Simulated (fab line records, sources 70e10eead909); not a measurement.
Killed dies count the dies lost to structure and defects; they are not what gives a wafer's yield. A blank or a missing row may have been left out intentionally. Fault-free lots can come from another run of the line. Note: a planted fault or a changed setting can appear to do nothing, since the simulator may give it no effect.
Which tool is to blame?	flow nand-harc	Sampling: 13 lots, 39 wafers, 5 of 1302 route steps

== WHAT THE GAUGES SHOWED, per wafer ==
NHARC_END_SORT_01.
lot	measured	on	defect-limited-yield (%)	killed-at-array	killed-at-other	killed-at-periphery	killed-dies	killed-open	killed-short
L419	day 25 06:07	prober-01	93 91 93	46 59 47	0 0 0	4 0 2	50 59 49	3 4 3	4 2 3
L424	day 27 09:38	prober-02	91 89 88	60 72 76	0 0 1	2 1 4	62 73 81	3 1 5	3 5 4
L428	day 29 04:09	prober-01	88	77	1	6	84	3	1
L429	day 29 04:10	prober-02	94	37	0	5	42	3	1

== TOOL THAT RAN EACH LOT (tool first, then ch and the chambers of the sampled wafers, then the start) ==
lot	NHARC_A_M1_DEGAS_29	NHARC_A_BONDPAD_ETCH_34	NHARC_A_BONDPAD_PRE_CLEAN_26	NHARC_A_BONDPAD_ANNEAL_28
L418	pvd-sputter-01, day 23 02:32	rie-diel-05 ch 0,1,2, day 23 06:31	pvd-sputter-02, day 23 08:12 or earlier	rtp-anneal-02 ch 0, day 23 08:12
L420	pvd-sputter-03, day 23 13:43	rie-diel-06 ch 1,2, day 23 18:23	pvd-sputter-01, day 23 19:58 or earlier	rtp-anneal-01 ch 0, day 23 19:58
L419	pvd-sputter-02, day 23 17:52	rie-diel-05 ch 0,2,3, day 23 21:33	pvd-sputter-01, day 23 23:09 or earlier	rtp-anneal-02 ch 0, day 23 23:09
L421	pvd-sputter-01, day 24 05:13	rie-diel-05 ch 2,3, day 24 09:17	pvd-sputter-01, day 24 10:53 or earlier	rtp-anneal-01 ch 0, day 24 10:53
L423	pvd-sputter-03, day 24 10:43	rie-diel-05 ch 0,1,2, day 24 14:22	pvd-sputter-01, day 24 16:02 or earlier	rtp-anneal-01 ch 0, day 24 16:02
L424	pvd-sputter-03, day 25 03:15	rie-diel-06 ch 0,2,3, day 25 06:55	pvd-sputter-02, day 25 08:29 or earlier	rtp-anneal-01 ch 0, day 25 08:29
L426	pvd-sputter-01, day 26 03:59	rie-diel-05 ch 0,3, day 26 07:40	pvd-sputter-03, day 26 09:20 or earlier	rtp-anneal-02 ch 0, day 26 09:20
L425	pvd-sputter-01, day 26 19:32	rie-diel-05 ch 1,2, day 26 23:19	pvd-sputter-01, day 27 00:54 or earlier	rtp-anneal-02 ch 0, day 27 00:54
L428	pvd-sputter-02, day 27 13:40	rie-diel-06 ch 2,3, day 27 17:29	pvd-sputter-03, day 27 19:05 or earlier	rtp-anneal-02 ch 0, day 27 19:05
L429	pvd-sputter-01, day 27 17:45	rie-diel-05 ch 0,1,3, day 27 21:32	pvd-sputter-03, day 27 23:09 or earlier	rtp-anneal-02 ch 0, day 27 23:09
L431	pvd-sputter-02, day 28 12:51	rie-diel-05 ch 0,1, day 28 16:50	pvd-sputter-03, day 28 18:32 or earlier	rtp-anneal-02 ch 0, day 28 18:32
L436	pvd-sputter-02, day 30 18:14	rie-diel-11 ch 0,1,2, day 30 22:01	pvd-sputter-03, day 30 23:37 or earlier	rtp-anneal-01 ch 0, day 30 23:37
L439	pvd-sputter-02, day 31 17:48	rie-diel-05 ch 0,2, day 31 21:35	pvd-sputter-02, day 31 23:11 or earlier	rtp-anneal-02 ch 0, day 31 23:11
- NHARC_A_M1_DEGAS_29: time 60 s.
- NHARC_A_BONDPAD_ETCH_34: etches the open film in N2/H2, target depth 60 nm, overetch 18 nm, time 65.91 s.
- NHARC_A_BONDPAD_PRE_CLEAN_26: time 30 s.
- NHARC_A_BONDPAD_ANNEAL_28: time 90 s.

== AS READ BY THE TOOLS THEMSELVES (means over the sampled wafers that have a number; for cases with no such wafer, the mark the record gives instead) ==
NHARC_A_M1_DEGAS_29.
lot	tool	heater-power-w (W)
L418	pvd-sputter-01	354
L420	pvd-sputter-03	355
L419	pvd-sputter-02	314
L421	pvd-sputter-01	275
L423	pvd-sputter-03	328
L424	pvd-sputter-03	339
L426	pvd-sputter-01	332
L425	pvd-sputter-01	323
L428	pvd-sputter-02	334
L429	pvd-sputter-01	308
L431	pvd-sputter-02	328
L436	pvd-sputter-02	339
L439	pvd-sputter-02	332

NHARC_A_BONDPAD_ETCH_34.
lot	tool	drypump-motor-current-A (A)	mfc-ar-sccm (sccm)	oes-product-au (a.u.)	rf-vpp-V (V)	run-length-s (s)	showerhead-plenum-p-Torr (Torr)	throttle-valve-pct (%)
L418	rie-diel-05	5.4	0.013	0.992	428.6	87.2	1.96	14.173
L420	rie-diel-06	5.8	0.020	0.995	427.4	87.1	1.94	14.175
L419	rie-diel-05	5.5	0.013	0.989	429.2	87.5	1.98	14.169
L421	rie-diel-05	5.8	0.000	0.994	428.8	87.6	1.97	14.173
L423	rie-diel-05	5.4	0.013	0.988	428.5	87.1	1.96	14.168
L424	rie-diel-06	5.5	0.005	0.992	430.2	87.0	2.01	14.176
L426	rie-diel-05	5.2	0.025	0.999	428.7	87.5	1.99	14.171
L425	rie-diel-05	5.6	0.000	1.010	428.6	86.9	1.95	14.172
L428	rie-diel-06	5.9	0.005	0.994	426.9	86.9	1.91	14.166
L429	rie-diel-05	5.4	0.013	1.006	428.4	87.1	1.99	14.182
L431	rie-diel-05	5.0	0.025	1.016	429.2	87.1	1.97	14.169
L436	rie-diel-11	5.9	0.003	1.010	431.4	87.3	2.07	14.175
L439	rie-diel-05	5.1	0.025	1.003	428.7	81.8	1.97	14.168

NHARC_A_BONDPAD_PRE_CLEAN_26.
lot	tool	heater-power-w (W)
L418	pvd-sputter-02	417
L420	pvd-sputter-01	366
L419	pvd-sputter-01	430
L421	pvd-sputter-01	372
L423	pvd-sputter-01	376
L424	pvd-sputter-02	406
L426	pvd-sputter-03	431
L425	pvd-sputter-01	413
L428	pvd-sputter-03	432
L429	pvd-sputter-03	410
L431	pvd-sputter-03	430
L436	pvd-sputter-03	411
L439	pvd-sputter-02	434

NHARC_A_BONDPAD_ANNEAL_28.
lot	tool	wafer_temp_C_max
L418	rtp-anneal-02	226.7
L420	rtp-anneal-01	225.8
L419	rtp-anneal-02	226.5
L421	rtp-anneal-01	226.0
L423	rtp-anneal-01	226.0
L424	rtp-anneal-01	226.1
L426	rtp-anneal-02	227.4
L425	rtp-anneal-02	226.8
L428	rtp-anneal-02	227.0
L429	rtp-anneal-02	226.6
L431	rtp-anneal-02	226.5
L436	rtp-anneal-01	226.2
L439	rtp-anneal-02	226.5

== THE ANSWER, worked out from the rows above alone ==
Rule: what is usual is taken from the lots themselves. Put in order of their means at a reading, lots are off if they are a third of the lots or fewer, leave a main group of 4 or more, and stand apart from it by a gap of 3 or more times the standard deviation of the main group's means; of several such gaps the widest counts. If all means in a main group match to the digits the tables above print for the reading, that group is not used. A lot without any number at a reading at which 4 lots or more have one is off too. Where the step has rows for the other lots, those lots are counted as sound. Order of review: gauges by route order, followed by the tools' own readings, for which a lot's mean as printed above is used. At the first step where some lot is off, the reading lying furthest off is the one used; lots without a number count as furthest.
Off at NHARC_A_BONDPAD_ETCH_34 (run-length-s): L439. Mean 87.2 s and standard deviation 0.23 in the main group.
If a tool, at that step or one of the process steps before it, ran each lot that is off and ran no sound lot following the first of them, it fits. Can't be told from this: 2 tools fit, pvd-sputter-02 at NHARC_A_M1_DEGAS_29, rie-diel-05 at NHARC_A_BONDPAD_ETCH_34.

== WHAT WAS PUT IN BY THE SIMULATOR ==
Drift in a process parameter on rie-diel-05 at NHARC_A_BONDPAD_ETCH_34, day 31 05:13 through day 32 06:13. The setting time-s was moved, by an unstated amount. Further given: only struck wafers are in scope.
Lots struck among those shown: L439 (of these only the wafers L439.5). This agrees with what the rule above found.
